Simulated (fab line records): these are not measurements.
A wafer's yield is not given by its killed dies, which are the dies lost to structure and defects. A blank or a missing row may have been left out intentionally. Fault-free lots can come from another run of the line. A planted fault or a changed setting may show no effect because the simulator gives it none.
Matching of chambers + flow nand-harc + NHARC_A_BLC_DESCUM_15 on rie-diel-13: 4 sister chambers
The step chemistry O2, time 3 s. 8 wafers are shown with their chamber, then 8 later ones without.

WAFERS WITH THEIR CHAMBER
| wafer  | chamber | showerhead-plenum-p-Torr (Torr) | rf-vpp-V (V) |
|--------|---------|---------------------------------|--------------|
| L580.5 | 2       | 1.96                            | 57.7         |
| L590.1 | 3       | 1.86                            | 57.2         |
| L592.1 | 2       | 1.96                            | 59.9         |
| L592.5 | 0       | 1.86                            | 57.5         |
| L595.3 | 0       | 1.85                            | 56.6         |
| L595.4 | 3       | 1.86                            | 56.6         |
| L595.5 | 1       | 1.85                            | 56.5         |
| L598.1 | 1       | 1.85                            | 59.2         |

WAFERS WITHOUT THEIR CHAMBER
| wafer  | showerhead-plenum-p-Torr (Torr) | rf-vpp-V (V) |
|--------|---------------------------------|--------------|
| L598.2 | 1.96                            | 57.2         |
| L598.6 | 1.96                            | 59.7         |
| L601.1 | 1.86                            | 57.4         |
| L601.2 | 1.85                            | 57.7         |
| L601.3 | 1.84                            | 57.0         |
| L602.1 | 1.84                            | 56.8         |
| L602.5 | 1.84                            | 56.8         |
| L602.6 | 1.96                            | 58.1         |

WHICH CHAMBER EACH ONE RAN IN
| wafer  | from the rows above     | in truth |
|--------|-------------------------|----------|
| L598.2 | 2                       | 2        |
| L598.6 | 2                       | 2        |
| L601.1 | can't be placed: 3 or 0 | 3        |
| L601.2 | can't be placed: 1 or 0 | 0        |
| L601.3 | can't be placed: 1 or 0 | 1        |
| L602.1 | can't be placed: 1 or 0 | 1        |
| L602.5 | can't be placed: 1 or 0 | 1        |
| L602.6 | 2                       | 2        |
Correctly placed: 3 of 8. Cannot be placed on the basis of these rows: 5; the candidates contain the true chamber in 5. 0 placed wrongly.
How it was worked out, from the rows above alone: a wafer's distance from a chamber is the root of the sum, over the readings, of the square of ((its reading less the chamber's mean) divided by the reading's scatter). The wafer belongs to the nearest chamber; if the next one is less than 2 further off, it can't be placed. The mean given for a chamber averages the wafers shown for that chamber. How the scatter is found: for the shown wafers, subtract from each reading the mean of its chamber, square and add these, divide the total by (wafers less chambers), then take the root.
